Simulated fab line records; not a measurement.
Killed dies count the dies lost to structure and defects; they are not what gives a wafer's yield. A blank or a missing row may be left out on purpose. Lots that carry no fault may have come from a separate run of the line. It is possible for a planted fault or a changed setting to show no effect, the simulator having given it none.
Comparing a struck lot with a sound one + flow nandHarc + 18 steps out of a route of 1159
Sound: these wafers, L448.1, L448.4, L448.6. Struck: wafers L449.1, L449.4, L449.5. The cause comes at the end.
At each step with rows: each side's tool, then ch and its chambers, then its first start. Under that, the readings that differ: sound wafers + struck wafers + difference of the means + sigmas: that difference in standard deviations of wafers without a fault.
alike: readings with means less than 2 such deviations apart, plus words and numbers identical on both sides. not compared: withheld readings, readings lacking a value on some wafer, bounds such as >300 that could conceal the same value, and numbers that have no deviation in the record and whose values overlap.
A row with sigmas, a row that says differs or no value, or rows on one side alone: a step with any of these is where the two part. When numbers do not overlap yet have no deviation, they are printed without sigmas and do not part them. A reading that every wafer of one side lacks parts them only if that side has two wafers or more.

first, 2 steps without rows for these wafers: NHARC_P_STI_SRD_39; NHARC_P_STI_OXIDE_40 (material SiO2, target thk 10 nm, ox time 1362 s).
NHARC_P_STI_INSPECT_25:
  struck on defectInspect-02, day 4 18:26; sound on defectInspect-01, day 4 08:49
  alike: rawDefectCount
then, 9 steps without rows for these wafers: NHARC_P_GATE_ETCH_69 (etches SiO2 in dHF, target depth 14 nm); NHARC_P_GATE_PRECLEAN_70 (cleans in SC1); NHARC_P_GATE_SRD_01; NHARC_P_GATE_OXIDE_02 (material SiO2, target thk 37.5 nm, ox time 365 s); NHARC_P_GATE_DEHYDRATE_03 (time 120 s); NHARC_P_GATE_HMDS_04 (time 30 s); NHARC_P_GATE_COAT_05; NHARC_P_GATE_SOFTBAKE_06 (time 95 s); NHARC_P_GATE_EBR_07.
NHARC_P_GATE_EXPOSE_08: exposes mask P HV.
  sound on krfScanner-04 ch 0, day 4 16:52; struck on krfScanner-01 ch 0, day 5 02:34
| reading | sound                | struck                  | difference | sigmas |
|---------|----------------------|-------------------------|------------|--------|
| mask    | P_HV#0 P_HV#0 P_HV#0 | P_NSD#0 P_NSD#0 P_NSD#0 | differs    |        |
then, 2 steps without rows for these wafers: NHARC_P_GATE_PEB_09 (peb time 85 s); NHARC_P_GATE_DEVELOP_10 (time 70 s).
NHARC_P_GATE_CD_MEAS_11: target cd 1640 nm.
  sound on cdSem-01 ch 0, day 4 17:02; struck on cdSem-01 ch 0, day 5 02:44
| reading   | sound                | struck | difference                    | sigmas |
|-----------|----------------------|--------|-------------------------------|--------|
| cdNm (nm) | 1643.0 1639.5 1640.4 | - - -  | no value on the struck wafers |        |
then, 1 step without rows for these wafers: NHARC_P_GATE_HARDBAKE_12 (time 80 s).
-- record jumps: 15 days between struck wafers' starts before vs after; left off in module P_GATE, resumes in module END, first step shown is number 1159 of the route --
NHARC_END_SORT_01:
  only the struck wafers appear in the record here, on prober-02 ch 0 at day 20 10:58; the sound ones have no rows

## WHERE THEY PART
First at NHARC_P_GATE_EXPOSE_08; last, within this record, at NHARC_END_SORT_01.

WHY: the cause the simulator had injected
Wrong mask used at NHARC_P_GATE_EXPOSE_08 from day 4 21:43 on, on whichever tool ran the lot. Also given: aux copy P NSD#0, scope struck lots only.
